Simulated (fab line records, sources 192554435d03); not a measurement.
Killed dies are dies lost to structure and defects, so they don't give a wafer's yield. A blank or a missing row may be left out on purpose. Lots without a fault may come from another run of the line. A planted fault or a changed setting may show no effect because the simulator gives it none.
fab line records | flow n5_finfet | part 1 of 2: steps 1 to 3 of 6
record lots=23 wafers=69 last_day=17
route steps=1938 shown BEOL_M4@1060 BEOL_M5@1112
lots that met no fault: from a run of the same line without faults
start_h: hours from the record's first day to the start of the lot's first wafer shown | wait_h: hours since the lot's step before | " the same as in the row above | L1.1+2: a row that stands for several wafers | - no value, or no start given | * or withheld: withheld | < > ~ a bound
route shown NAME@n: a module of which the file shows steps, and the number in the route of the first | usual: mean/standard deviation of fault-free wafers | same: alike in all rows | chamber/n: place in a boat | sites: the reading at each site | _std_site: their standard deviation | _edge_site: outer sites' mean less inner sites' | radius_mm: how far each site lies from the wafer's centre | mask NAME#n: copy n | behind: the tool/chamber that last shaped the wafer | hold: why the lot was held/for how many hours/how that ended | device: the transistor (n, p or np) that didn't switch | end of line: the same wafers' tests at the end of the route | a step without rows: its recipe alone | killed: dies lost to structure and defects at the first sort, not the wafer's yield | map: a wafer's dies, x killed, . not, _ none there
set.NAME: the setting as run; set.NAME@STEP: as run at that earlier step | model.NAME: the simulator's own value behind a step, which no gauge read
steps of the route over a sample of lots; a table a step, a row a wafer
services: from which hour (start_h, from the record's first day; less than 0 if before it) a tool's chamber was out of use, for how many hours, and why
## steps
# step N5_BEOL_M4_ETCH_77
# recipe chemistry=N2/H2 target=underlayer target_depth_a=65 mask_material=CAR-EUV time_s=5.2 ion_energy_ev=200 pressure_mtorr=30 source_w=840 bias_w=150 n2_flow_sccm=200 h2_flow_sccm=200 ends=cleared
# usual drypump_motor_current_A=5.7/0.33 etch_rf_on_time_s=5.18/0.2 oes_product_au=0.66/0.069 rf_vpp_V=524.3/2.4 showerhead_plenum_p_Torr=2.55/0.082 throttle_valve_pct=17.84/0.25
# columns lot.wafer tool chamber start_h wait_h drypump_motor_current_A etch_rf_on_time_s oes_product_au rf_hours_counter_h rf_vpp_V showerhead_plenum_p_Torr throttle_valve_pct
L074.2 rie_diel-06 2 159.87 0.0 5.7 4.83 0.74 78 523.8 2.55 17.86
L074.3 " 1 " " 5.9 5.05 0.58 244 526.7 2.60 18.01
L074.4 " 2 " " 5.7 4.80 0.74 - 524.5 2.55 17.85
L075.1 rie_diel-01 2 160.11 0.0 5.9 5.56 0.57 236 520.7 2.41 18.32
L075.5 " 1 " " 5.6 5.45 0.62 - 527.3 2.65 18.34
L075.6 " 2 " " 5.9 5.50 0.57 - 518.1 2.41 18.30
L076.3 rie_diel-01 2 161.43 0.0 5.8 5.44 0.58 236 520.6 2.41 18.32
L076.4 " 3 " " 5.5 5.26 0.72 57 525.4 2.58 17.92
L076.6 " 2 " " 5.9 5.44 0.58 - 519.2 2.41 18.33
L078.1 rie_diel-01 1 185.51 0.0 5.6 5.29 0.62 196 527.9 2.65 18.41
L078.5 " 3 " " 5.5 5.29 0.72 - 523.4 2.58 17.96
L078.6 " 1 " " 5.6 5.29 0.62 - 527.2 2.65 18.38
L077.3 rie_diel-04 3 186.07 0.0 6.2 5.17 0.69 81 522.8 2.45 17.58
L077.4 " 2 " " 5.4 4.95 0.62 197 526.7 2.64 17.68
L077.6 " 1 " " 5.4 5.39 0.58 - 522.9 2.50 17.64
L079.2 rie_diel-04 0 189.78 0.0 6.2 4.93 0.75 47 526.6 2.60 17.68
L079.4 " 1 " " 5.5 5.36 0.57 218 525.5 2.50 17.62
L079.6 " 2 " " 5.5 4.92 0.62 - 525.6 2.64 17.68
L080.4 rie_diel-04 2 200.22 0.0 5.5 4.93 0.61 202 528.2 2.63 17.69
L080.5 " 3 " " 6.2 5.15 0.69 - 520.7 2.44 17.57
L080.6 " 2 " " 5.5 4.88 0.61 - 527.8 2.63 17.69
L083.1 rie_diel-04 2 206.12 0.0 5.5 4.94 0.61 203 524.7 2.63 17.73
L083.3 " 3 " " 6.2 5.21 0.67 88 520.8 2.44 17.57
L083.5 " 2 " " 5.5 4.94 0.62 - 525.7 2.63 17.70
L082.1 rie_diel-06 3 215.25 0.0 6.1 5.26 0.68 115 523.8 2.55 17.65
L082.3 " 0 " " 5.5 5.41 0.68 65 523.2 2.50 17.76
L082.5 " 2 " " 5.7 4.85 0.71 - 524.1 2.54 17.90
L084.3 rie_diel-01 3 216.81 0.0 5.5 5.33 0.69 80 522.2 2.57 17.97
L084.4 " 2 " " 5.8 5.32 0.83 1 527.2 2.72 17.99
L084.5 " 1 " " 5.6 5.39 0.61 - 526.1 2.64 18.38
L085.1 rie_diel-01 2 220.84 0.0 5.9 5.27 0.82 3 527.9 2.72 17.98
L085.4 " 3 " " 5.5 5.27 0.70 82 525.3 2.57 17.96
L085.5 " 0 " " 5.2 4.98 0.75 - 524.2 2.62 17.94
L088.2 rie_diel-04 1 236.28 0.0 5.4 5.39 0.58 230 523.2 2.50 17.63
L088.4 " 2 " " 5.5 4.97 0.60 214 527.4 2.63 17.71
L088.6 " 3 " " 6.1 5.21 0.65 - 520.0 2.44 17.59
L086.2 rie_diel-04 0 237.62 0.0 6.2 4.99 0.72 64 528.2 2.59 17.73
L086.5 " 3 " " 6.2 5.31 0.65 - 522.2 2.44 17.61
L086.6 " 0 " " 6.2 5.00 0.72 - 525.4 2.59 17.70
L087.1 rie_diel-04 1 246.26 0.0 5.5 5.37 0.57 233 521.3 2.50 17.64
L087.4 " 0 " " 6.2 4.94 0.74 67 524.9 2.59 17.69
L087.5 " 3 " " 6.2 5.16 0.65 - 521.6 2.44 17.59
L090.3 rie_diel-01 1 251.78 0.0 5.6 5.37 0.60 223 524.5 2.63 18.42
L090.5 " 3 " " 5.5 5.37 0.68 - 526.0 2.56 18.00
L090.6 " 0 " " 5.1 5.03 0.73 - 525.0 2.62 17.97
L089.2 rie_diel-04 2 255.24 0.0 5.4 4.93 0.60 222 525.3 2.63 17.72
L089.4 " 0 " " 6.2 4.93 0.73 69 522.5 2.59 17.73
L089.6 " 2 " " 5.5 4.96 0.60 - 524.9 2.63 17.72
L092.3 rie_diel-06 3 255.62 0.0 6.1 5.26 0.68 128 525.1 2.55 17.71
L092.4 " 2 " " 5.7 4.79 0.71 115 523.4 2.54 17.91
L092.5 " 0 " " 5.5 5.44 0.67 - 523.7 2.50 17.76
L091.1 rie_diel-04 3 259.91 0.0 6.1 5.21 0.65 109 522.4 2.44 17.61
L091.2 " 2 " " 5.5 5.01 0.60 223 523.5 2.63 17.72
L091.6 " 0 " " 6.2 4.98 0.71 - 527.6 2.59 17.70
L093.2 rie_diel-01 2 272.02 0.0 5.8 5.42 0.77 21 529.7 2.71 18.02
L093.4 " 1 " " 5.6 5.32 0.60 231 526.6 2.63 18.42
L093.5 " 2 " " 5.8 5.46 0.77 - 529.6 2.71 17.99
L095.1 rie_diel-04 3 276.81 0.0 6.2 5.25 0.64 114 522.1 2.43 17.61
L095.4 " 1 " " 5.4 5.40 0.58 - 521.8 2.49 17.69
L095.5 " 3 " " 6.2 5.26 0.65 - 522.7 2.43 17.65
L094.1 rie_diel-04 3 283.68 0.0 6.1 5.20 0.64 117 519.2 2.43 17.60
L094.2 " 1 " " 5.4 5.32 0.57 247 522.9 2.49 17.69
L094.4 " 2 " " 5.5 5.01 0.59 - 526.5 2.62 17.72
L096.1 rie_diel-04 0 296.70 0.0 6.2 4.91 0.71 79 525.1 2.58 17.72
L096.2 " 3 " " 6.2 5.18 0.65 120 523.0 2.43 17.64
L096.3 " 1 " " 5.4 5.28 0.58 253 522.4 2.49 17.72
L097.1 rie_diel-06 2 300.86 0.0 5.7 4.90 0.68 130 524.7 2.53 17.97
L097.2 " 1 " " 5.9 4.82 0.80 24 526.4 2.59 17.63
L097.6 " 2 " " 5.6 4.92 0.69 - 523.4 2.53 17.94
# step N5_BEOL_M4_ALD_98
# recipe material=SiO2 target_thk_a=25 temp_c=100 ald_precursor_family=BDEAS ald_co_reactant=O2-plasma pulse_time_s=1 co_reactant_pulse_time_s=1 purge_time_s=2 co_reactant_purge_time_s=2 ald_cycles=17 pressure_torr=2
# usual heater_power_w=79/6.5 precursor_pulse_height_rel=0.998/0.021
# same co_reactant_purge_time_s=2
# columns lot.wafer tool chamber start_h wait_h heater_power_w precursor_pulse_height_rel
L074.2 ald_sin-03 1 159.97 0.1 72 1.000
L074.3 " 2 " " 82 0.987
L074.4 " 0 " " 78 0.985
L075.1 ald_sin-03 1 160.21 0.1 72 1.018
L075.5 " 1 " " 74 0.977
L075.6 " 2 " " 82 1.006
L076.3 ald_sin-01 2 161.53 0.1 81 0.999
L076.4 " 3 " " 84 0.962
L076.6 " 0 " " 68 1.007
L078.1 ald_sin-03 2 185.61 0.1 82 1.016
L078.5 " 2 " " 84 1.030
L078.6 " 3 " " 79 1.010
L077.3 ald_sin-03 2 186.48 0.4 82 1.035
L077.4 " 0 " " 79 0.970
L077.6 " 0 " " 80 0.971
L079.2 ald_sin-03 2 190.48 0.7 80 0.982
L079.4 " 1 " " 72 1.018
L079.6 " 1 " " 71 0.981
L080.4 ald_sin-04 1 200.61 0.4 96 0.967
L080.5 " 0 " " 78 0.995
L080.6 " 1 " " 93 1.019
L083.1 ald_sin-03 1 206.22 0.1 74 1.009
L083.3 " 0 " " 79 0.986
L083.5 " 0 " " 81 1.042
L082.1 ald_sin-03 2 215.39 0.1 82 1.013
L082.3 " 3 " " 82 0.996
L082.5 " 2 " " 82 1.011
L084.3 ald_sin-04 3 216.91 0.1 76 1.003
L084.4 " 2 " " 84 1.031
L084.5 " 3 " " 75 0.958
L085.1 ald_sin-03 0 220.94 0.1 79 1.014
L085.4 " 1 " " 72 1.030
L085.5 " 2 " " 83 0.996
L088.2 ald_sin-04 0 237.29 1.0 76 0.986
L088.4 " 0 " " 78 1.025
L088.6 " 1 " " 91 1.012
L086.2 ald_sin-01 0 237.72 0.1 66 0.999
L086.5 " 3 " " 82 1.013
L086.6 " 2 " " 73 1.002
L087.1 ald_sin-04 0 246.36 0.1 77 1.008
L087.4 " 1 " " 92 0.993
L087.5 " 0 " " 79 0.986
L090.3 ald_sin-01 0 251.97 0.1 67 0.982
L090.5 " 1 " " 79 0.958
L090.6 " 0 " " 65 1.025
L089.2 ald_sin-01 0 255.34 0.1 66 0.987
L089.4 " 3 " " 81 0.987
L089.6 " 3 " " 81 1.014
L092.3 ald_sin-01 2 255.72 0.1 72 1.031
L092.4 " 1 " " 78 1.005
L092.5 " 0 " " 68 0.995
L091.1 ald_sin-03 0 260.01 0.1 79 1.001
L091.2 " 1 " " 72 0.981
L091.6 " 2 " " 82 0.974
L093.2 ald_sin-04 0 272.12 0.1 75 1.009
L093.4 " 1 " " 93 1.027
L093.5 " 1 " " 94 0.998
L095.1 ald_sin-03 1 276.91 0.1 73 1.021
L095.4 " 3 " " 83 0.988
L095.5 " 0 " " 79 1.006
L094.1 ald_sin-01 1 283.78 0.1 80 0.961
L094.2 " 2 " " 72 1.021
L094.4 " 2 " " 72 0.994
L096.1 ald_sin-01 1 296.80 0.1 80 1.002
L096.2 " 3 " " 83 0.987
L096.3 " 2 " " 73 0.992
L097.1 ald_sin-01 3 300.96 0.1 85 1.010
L097.2 " 1 " " 79 0.966
L097.6 " 3 " " 80 0.994
# step N5_BEOL_M4_ETCH_70
# recipe chemistry=N2/H2 target=SOC target_depth_a=800 overetch_a=240 mask_material=SiARC temp_c=40 time_s=130 ion_energy_ev=200 pressure_mtorr=30 source_w=840 bias_w=150 n2_flow_sccm=200 h2_flow_sccm=200
# usual drypump_motor_current_A=5.7/0.32 oes_product_au=0.58/0.052 rf_vpp_V=524.3/2 showerhead_plenum_p_Torr=2.56/0.07 throttle_valve_pct=17.81/0.23
# same time_s=130
# columns lot.wafer tool chamber start_h wait_h drypump_motor_current_A oes_product_au rf_hours_counter_h rf_vpp_V showerhead_plenum_p_Torr throttle_valve_pct
L074.2 rie_diel-06 1 160.23 0.0 5.9 0.50 245 525.8 2.60 17.97
L074.3 " 3 " " 6.1 0.60 93 523.7 2.56 17.58
L074.4 " 1 " " 5.9 0.50 - 525.1 2.60 17.96
L075.1 rie_diel-04 0 164.08 0.0 6.2 0.64 38 525.2 2.60 17.63
L075.5 " 2 " " 5.5 0.53 - 524.9 2.64 17.63
L075.6 " 1 " " 5.4 0.52 - 523.9 2.51 17.58
L076.3 rie_diel-06 2 164.18 0.0 5.6 0.61 79 525.9 2.55 17.83
L076.4 " 1 " " 5.9 0.50 - 525.7 2.60 17.97
L076.6 " 3 " " 6.1 0.60 - 522.7 2.56 17.56
L078.1 rie_diel-01 2 187.08 0.0 5.9 0.50 246 518.6 2.40 18.30
L078.5 " 3 " " 5.5 0.61 - 523.6 2.58 17.91
L078.6 " 2 " " 5.9 0.51 - 519.8 2.40 18.29
L077.3 rie_diel-01 3 189.38 0.0 5.5 0.62 69 523.8 2.57 17.93
L077.4 " 2 " " 5.9 0.50 247 520.1 2.40 18.29
L077.6 " 3 " " 5.5 0.62 - 524.5 2.57 17.90
L079.2 rie_diel-01 0 190.89 0.0 5.1 0.63 38 524.7 2.63 17.89
L079.4 " 3 " " 5.5 0.62 69 523.3 2.57 17.91
L079.6 " 3 " " 5.5 0.62 - 524.7 2.57 17.91
L080.4 rie_diel-04 3 206.56 0.0 6.2 0.58 - 521.4 2.44 17.53
L080.5 " 0 " " 6.2 0.63 - 524.1 2.59 17.66
L080.6 " 2 " " 5.5 0.51 - 526.0 2.63 17.65
L083.1 rie_diel-04 2 209.86 0.0 5.5 0.52 205 526.3 2.63 17.66
L083.3 " 0 " " 6.2 0.62 54 526.4 2.59 17.64
L083.5 " 3 " " 6.2 0.58 - 520.1 2.44 17.54
L082.1 rie_diel-01 3 215.54 0.0 5.5 0.61 80 523.4 2.57 17.94
L082.3 " 1 " " 5.6 0.54 209 526.8 2.64 18.35
L082.5 " 1 " " 5.6 0.54 - 525.9 2.64 18.36
L084.3 rie_diel-06 2 223.09 0.0 5.7 0.59 104 523.9 2.54 17.86
L084.4 " 3 " " 6.0 0.59 - 524.8 2.55 17.64
L084.5 " 0 " " 5.5 0.60 - 520.3 2.50 17.71
L085.1 rie_diel-04 3 225.70 0.0 6.1 0.58 95 522.8 2.44 17.54
L085.4 " 0 " " 6.2 0.61 59 524.7 2.59 17.66
L085.5 " 2 " " 5.5 0.51 - 526.1 2.63 17.66
L086.2 rie_diel-04 1 241.13 0.0 5.4 0.51 232 521.7 2.50 17.60
L086.5 " 2 " " 5.5 0.51 - 525.8 2.63 17.66
L086.6 " 1 " " 5.4 0.51 - 523.8 2.50 17.62
L088.2 rie_diel-06 0 241.13 0.0 5.6 0.60 74 522.7 2.50 17.72
L088.4 " 3 " " 6.1 0.59 124 523.7 2.55 17.61
L088.6 " 2 " " 5.6 0.58 - 522.8 2.54 17.87
L087.1 rie_diel-01 2 248.93 0.0 5.8 0.68 13 526.9 2.72 17.95
L087.4 " 1 " " 5.6 0.53 222 524.4 2.63 18.38
L087.5 " 3 " " 5.5 0.60 - 524.8 2.56 17.94
L090.3 rie_diel-06 0 257.74 0.0 5.5 0.59 79 520.8 2.50 17.72
L090.5 " 3 " " 6.1 0.58 - 523.6 2.55 17.65
L090.6 " 2 " " 5.6 0.59 - 524.0 2.54 17.86
L089.2 rie_diel-04 3 258.92 0.0 6.2 0.56 108 521.0 2.43 17.56
L089.4 " 2 " " 5.5 0.50 223 525.3 2.63 17.68
L089.6 " 0 " " 6.2 0.60 - 525.1 2.59 17.68
L092.3 rie_diel-06 1 259.19 0.0 5.9 0.69 9 525.8 2.59 17.55
L092.4 " 2 " " 5.6 0.58 116 524.7 2.54 17.88
L092.5 " 3 " " 6.1 0.58 - 524.2 2.55 17.63
L091.1 rie_diel-04 2 262.49 0.0 5.5 0.51 224 526.2 2.63 17.68
L091.2 " 0 " " 6.2 0.61 71 525.7 2.59 17.69
L091.6 " 2 " " 5.5 0.50 - 525.9 2.62 17.70
L093.2 rie_diel-01 1 275.98 0.0 5.6 0.52 232 525.0 2.63 18.39
L093.4 " 0 " " 5.1 0.60 70 524.7 2.62 17.93
L093.5 " 2 " " 5.9 0.67 - 528.0 2.71 17.97
L095.1 rie_diel-04 1 285.73 0.0 5.4 0.50 248 521.8 2.49 17.64
L095.4 " 1 " " 5.4 0.50 - 523.4 2.49 17.64
L095.5 " 3 " " 6.1 0.55 - 521.9 2.43 17.58
L094.1 rie_diel-06 1 289.44 0.0 5.9 0.67 20 525.4 2.59 17.56
L094.2 " 0 " " 5.6 0.58 91 520.6 2.49 17.76
L094.4 " 3 " " 6.0 0.57 140 523.7 2.54 17.66
L096.1 rie_diel-06 3 301.79 0.0 6.1 0.57 144 524.8 2.54 17.68
L096.2 " 1 " " 5.9 0.66 24 525.9 2.59 17.57
L096.3 " 0 " " 5.6 0.58 95 520.7 2.49 17.75
L097.1 rie_diel-01 2 301.91 0.0 5.9 0.66 33 526.8 2.71 17.98
L097.2 " 0 " " 5.1 0.59 79 526.2 2.61 17.95
L097.6 " 0 " " 5.1 0.59 - 523.4 2.61 17.96
